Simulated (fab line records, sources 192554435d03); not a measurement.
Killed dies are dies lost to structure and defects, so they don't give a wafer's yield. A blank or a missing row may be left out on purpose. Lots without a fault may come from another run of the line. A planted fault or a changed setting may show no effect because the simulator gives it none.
Problem report in the 8D (eight disciplines) form, filled by code | flow n5_finfet | the parts of the form that need people (team, actions taken, sign-off) are left out

1. THE PROBLEM
thk_nm at N5_SD_EPI_P_EPI_MEAS_23 reads a mean of 75.4 nm on 6 wafers of 2 lots; wafers without a fault read 61.0 nm with a standard deviation of 1.2. That is +12 standard deviations from the usual mean.
First seen on wafer L215.1, day 4 15:28, on film_metro-01. The record holds 41 wafers of 14 lots with a number at this step. Rule for "out", or "out of limits": more than 4 standard deviations from the usual mean. The other wafers with a number count as sound.

2. WHAT IT IS AND WHAT IT IS NOT
question                    | is                           | is not
which readings at this step | thk_nm                       | -
which lots                  | L215, L217                   | L210, L211, L212, L224, L225, L227, L228, L229, L230, L231, L232, L233
which wafers of those lots  | all that have a number       | -
read on which gauges        | film_metro-01, film_metro-02 | -
when                        | from day 4 15:28             | up to then (9 sound wafers); but 26 sound wafers of L224, L225, L227, L228, L229, L230, L231, L232, L233 came after

3. SUSPECTS, AND WHAT RULES EACH OUT
Counting: a tool at a process step up to the reading stays a suspect if it ran every lot that is out and no sound lot after the first of them.
- the gauge at N5_SD_EPI_P_EPI_MEAS_23: ruled out. The wafers that are out were read on 2 gauges (film_metro-01, film_metro-02).
- rie_si-01 at N5_SD_EPI_N_SD_RECESS_17 (chemistry HBr/Cl2/O2, target depth 41 nm, time 23.7 s, bt time 3 s): ruled out as a lasting fault. Sound lots L228, L229, L230 ran on it after its first lot that is out, L215 (day 4 06:34).
- epi_rpcvd-02 at N5_SD_EPI_P_EPI_21 (deposits SiGe:B, time 355 s): ruled out as a lasting fault. Sound lots L232 ran on it after its first lot that is out, L215 (day 4 12:33).
Left after counting: nothing in the record.

4. THE CAUSE (what the simulator had put in)
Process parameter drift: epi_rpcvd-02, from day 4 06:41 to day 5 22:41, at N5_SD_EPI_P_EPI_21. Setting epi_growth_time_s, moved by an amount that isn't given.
Counting ruled it out, wrongly: the rule takes a fault to strike every lot that its tool runs from its start on, and this one did not.

5. THE CHAIN OF EFFECTS, in route order
Each row: a reading whose mean over the struck wafers that have a number lies more than 3 standard deviations from the usual. Only readings for which the record gives a usual standard deviation are gone through. hours: the time from each lot's start at the first step in this table that gives one to its start at this step, as a median over the lots. sigmas: the change in usual standard deviations.
hours | step                        | reading | usual       | on struck wafers | change | sigmas
0     | N5_SD_EPI_P_EPI_MEAS_23     | thk_nm  | 61.0 nm     | 75.4             | +14.4  | +12
1     | N5_SD_ACTIVATION_RS_MEAS_03 | RS_SD_P | 56.2 ohm/sq | 45.4             | -10.8  | -13
123   | N5_BEOL_M4_RC_MEAS_101      | RS_SD_P | 65.9 ohm/sq | 53.6             | -12.3  | -12

6. WHAT WOULD HAVE CAUGHT IT SOONER
In this record the first reading out of limits at a measuring or inspecting step was taken at day 4 15:28, 9 hours after the fault began at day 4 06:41.
Of the tool readings at N5_SD_EPI_P_EPI_21 for which the record gives a usual standard deviation, none was out on any struck wafer, so an alarm limit of 4 standard deviations on them would not have fired.
